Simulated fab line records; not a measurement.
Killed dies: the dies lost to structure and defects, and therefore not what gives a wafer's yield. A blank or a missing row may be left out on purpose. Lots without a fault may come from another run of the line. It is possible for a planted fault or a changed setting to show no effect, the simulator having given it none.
Chamber matching ; flow nandHarc ; rieDiel-12 running NHARC_A_CONTACT_ETCH_75: 3 sister chambers
The step etches the open film in CF4, target depth 39 nm, time 65 s. 6 wafers are shown with their chamber, then 7 later ones without.

== EACH WAFER AND ITS CHAMBER ==
wafer;chamber;showerheadPlenumPTorr (Torr);drypumpMotorCurrentA (A)
L224.6;1;1.64;6.03
L227.2;3;1.85;5.41
L227.4;1;1.64;6.05
L227.5;0;1.90;5.55
L242.2;3;1.84;5.46
L242.3;0;1.90;5.53

== WAFERS WHOSE CHAMBER IS MISSING ==
wafer;showerheadPlenumPTorr (Torr);drypumpMotorCurrentA (A)
L242.6;1.90;5.56
L243.3;1.90;6.08
L243.4;1.90;5.56
L243.6;1.90;5.55
L244.1;1.90;5.54
L244.3;1.90;6.08
L244.6;1.90;5.54

== EACH ONE'S CHAMBER ==
wafer;from the rows above;in truth
L242.6;0;0
L243.3;0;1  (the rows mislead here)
L243.4;0;0
L243.6;0;0
L244.1;0;0
L244.3;0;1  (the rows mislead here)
L244.6;0;0
Correctly placed: 5 of 7. Number that these rows cannot place: 0. Placed wrongly: 2.
How it was worked out, from the rows above alone: a wafer's distance from a chamber is the root of the sum, over the readings, of the square of ((its reading less the chamber's mean) divided by the reading's scatter). The wafer belongs to the nearest chamber; if the next one is less than 2 further off, it can't be placed. The mean given for a chamber averages the wafers shown for that chamber. The scatter is the square root of a quotient: the sum, over the shown wafers, of each reading's squared deviation from its chamber's mean, divided by wafers minus chambers.
